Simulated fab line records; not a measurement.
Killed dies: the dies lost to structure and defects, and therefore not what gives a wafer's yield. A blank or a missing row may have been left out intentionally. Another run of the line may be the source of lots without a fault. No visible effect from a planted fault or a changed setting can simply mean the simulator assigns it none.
Shared-tool check || flow nand_harc || 15 wafers sampled across 5 lots

== REASON FOR OPENING ==
Flagged at NHARC_END_SORT_01: reading killed_at_other, on 3 of 5 lots. No-fault wafers: 0.9, standard deviation 1.1.
Rule: flag the lot when none of its wafers has a number, or when each of its wafers that has one lies beyond 4 standard deviations from that mean. As for the other lots, they are considered sound.

{"lot": "L422", "measured": "day 23 19:52", "on": "prober-01", "killed_at_other, wafer by wafer": "657 657 662", "flag": "FLAGGED"}
{"lot": "L421", "measured": "day 23 21:30", "on": "prober-02", "killed_at_other, wafer by wafer": "652 656 653", "flag": "FLAGGED"}
{"lot": "L423", "measured": "day 24 04:32", "on": "prober-02", "killed_at_other, wafer by wafer": "667 665 661", "flag": "FLAGGED"}
{"lot": "L430", "measured": "day 25 11:40", "on": "prober-02", "killed_at_other, wafer by wafer": "0 0 2", "flag": ""}
{"lot": "L433", "measured": "day 25 18:42", "on": "prober-02", "killed_at_other, wafer by wafer": "0 1 0", "flag": ""}
The numbers of the flagged lots are 658.9 on average: +658.0 against the usual, or +99 or more standard deviations.

== TOOL THAT RAN EACH LOT ==
The record holds 1 process step before the reading, out of a route of 1159 steps. In each cell: the tool, then ch and the chambers that the sampled wafers went through, then the start.
{"lot": "L422", "flag": "FLAGGED", "NHARC_THIN_TSV_ETCHBACK_48": "rie_diel-01 ch 0,1,3, day 23 06:04"}
{"lot": "L421", "flag": "FLAGGED", "NHARC_THIN_TSV_ETCHBACK_48": "rie_diel-08 ch 2,3, day 23 07:22"}
{"lot": "L423", "flag": "FLAGGED", "NHARC_THIN_TSV_ETCHBACK_48": "rie_diel-01 ch 1,2,3, day 23 08:35"}
{"lot": "L430", "flag": "", "NHARC_THIN_TSV_ETCHBACK_48": "rie_diel-01 ch 0,1,2, day 23 19:13"}
{"lot": "L433", "flag": "", "NHARC_THIN_TSV_ETCHBACK_48": "rie_diel-08 ch 1,2,3, day 23 20:05"}
What the steps here do:
- NHARC_THIN_TSV_ETCHBACK_48: etches the open film in C4F8/Ar, target depth 1028.5 nm, time 405.17 s.
- NHARC_END_SORT_01

== FLAGGED OVER TOTAL, TOOL BY TOOL (the gauges that took the reading come last) ==
{"step": "NHARC_THIN_TSV_ETCHBACK_48", "tool": "rie_diel-01", "lots run": 3, "flagged": 2, "share of the flagged lots": "some", "sound lots run after its first flagged lot": "1 (L430)"}
{"step": "NHARC_THIN_TSV_ETCHBACK_48", "tool": "rie_diel-08", "lots run": 2, "flagged": 1, "share of the flagged lots": "some", "sound lots run after its first flagged lot": "1 (L433)"}
{"step": "NHARC_END_SORT_01", "tool": "prober-01", "lots run": 1, "flagged": 1, "share of the flagged lots": "some", "sound lots run after its first flagged lot": 0}
{"step": "NHARC_END_SORT_01", "tool": "prober-02", "lots run": 4, "flagged": 2, "share of the flagged lots": "some", "sound lots run after its first flagged lot": "2 (L430,L433)"}

== WHAT THE TABLE PERMITS ==
No row of the table ran every flagged lot.

== WHAT THE SIMULATOR HAD PUT IN ==
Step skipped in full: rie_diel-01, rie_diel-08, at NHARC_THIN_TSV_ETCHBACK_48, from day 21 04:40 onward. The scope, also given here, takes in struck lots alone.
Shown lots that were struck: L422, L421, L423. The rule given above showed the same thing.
